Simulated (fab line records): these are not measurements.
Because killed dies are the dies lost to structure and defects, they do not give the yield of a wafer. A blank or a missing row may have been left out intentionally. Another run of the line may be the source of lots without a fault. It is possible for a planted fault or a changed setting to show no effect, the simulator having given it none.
Matching of chambers | flow n5Finfet | 4 sister chambers for N5_BEOL_M5_ETCH_72 on rieDiel-02
The step etches underlayer in N2/H2, target depth 6.5 nm, time 5.2 s. 27 wafers are shown with their chamber, then 12 later ones without.

## WAFERS, EACH WITH ITS CHAMBER
wafer  | chamber | showerheadPlenumPTorr (Torr) | drypumpMotorCurrentA (A) | throttleValvePct (%)
L076.1 | 3       | 2.70                         | 5.0                      | 17.85
L076.4 | 1       | 2.64                         | 5.6                      | 18.15
L076.5 | 1       | 2.64                         | 5.6                      | 18.14
L077.3 | 2       | 2.52                         | 5.7                      | 18.18
L077.5 | 3       | 2.70                         | 5.0                      | 17.85
L077.6 | 2       | 2.52                         | 5.7                      | 18.16
L079.2 | 2       | 2.52                         | 5.7                      | 18.20
L079.4 | 0       | 2.49                         | 5.8                      | 17.51
L079.6 | 0       | 2.49                         | 5.8                      | 17.52
L081.2 | 3       | 2.70                         | 5.0                      | 17.85
L081.3 | 0       | 2.48                         | 5.8                      | 17.54
L081.5 | 2       | 2.52                         | 5.6                      | 18.18
L083.2 | 3       | 2.69                         | 5.1                      | 17.88
L083.3 | 2       | 2.51                         | 5.6                      | 18.18
L083.5 | 2       | 2.51                         | 5.6                      | 18.20
L089.1 | 2       | 2.51                         | 5.7                      | 18.17
L089.2 | 1       | 2.63                         | 5.6                      | 18.17
L089.3 | 3       | 2.69                         | 5.0                      | 17.86
L089.4 | 0       | 2.48                         | 5.8                      | 17.58
L089.5 | 1       | 2.63                         | 5.6                      | 18.20
L089.6 | 0       | 2.48                         | 5.8                      | 17.56
L093.1 | 1       | 2.62                         | 5.6                      | 18.22
L093.2 | 3       | 2.69                         | 5.1                      | 17.90
L093.4 | 0       | 2.48                         | 5.8                      | 17.58
L094.1 | 1       | 2.62                         | 5.6                      | 18.22
L094.2 | 0       | 2.47                         | 5.8                      | 17.58
L094.3 | 3       | 2.68                         | 5.1                      | 17.89

SIGNATURES (means of the wafers above)
reading               | chamber 0 | chamber 1 | chamber 2 | chamber 3 | scatter within a chamber
showerheadPlenumPTorr | 2.4814    | 2.6300    | 2.5157    | 2.6929    | 0.00722
drypumpMotorCurrentA  | 5.800     | 5.600     | 5.657     | 5.043     | 0.0386
throttleValvePct      | 17.5529   | 18.1833   | 18.1814   | 17.8686   | 0.0259
Rule: a wafer's distance from a chamber is the root of the sum, over the readings, of the square of ((its reading less the chamber's mean) divided by the reading's scatter). If the next closest chamber is less than 2 further off than the closest, the wafer can't be placed; otherwise it belongs to the closest. The scatter is the square root of a quotient: the sum, over the shown wafers, of each reading's squared deviation from its chamber's mean, divided by wafers minus chambers.

## WAFERS WITHOUT THEIR CHAMBER
wafer  | showerheadPlenumPTorr (Torr) | drypumpMotorCurrentA (A) | throttleValvePct (%)
L095.1 | 2.50                         | 5.6                      | 18.27
L095.2 | 2.68                         | 5.0                      | 17.93
L095.3 | 2.47                         | 5.8                      | 17.62
L095.4 | 2.62                         | 5.6                      | 18.21
L095.5 | 2.62                         | 5.6                      | 18.21
L095.6 | 2.47                         | 5.8                      | 17.57
L096.3 | 2.50                         | 5.6                      | 18.25
L096.5 | 2.47                         | 5.8                      | 17.59
L096.6 | 2.68                         | 5.1                      | 17.91
L097.1 | 2.47                         | 5.8                      | 17.57
L097.5 | 2.62                         | 5.6                      | 18.22
L097.6 | 2.47                         | 5.8                      | 17.60

## CHAMBER TAKEN BY EACH
wafer  | from the rows above | in truth
L095.1 | 2                   | 2
L095.2 | 3                   | 3
L095.3 | 0                   | 0
L095.4 | 1                   | 1
L095.5 | 1                   | 1
L095.6 | 0                   | 0
L096.3 | 2                   | 2
L096.5 | 0                   | 0
L096.6 | 3                   | 3
L097.1 | 0                   | 0
L097.5 | 1                   | 1
L097.6 | 0                   | 0
12 of 12 placed correctly. Not placeable from these rows: 0. Number placed wrongly: 0.
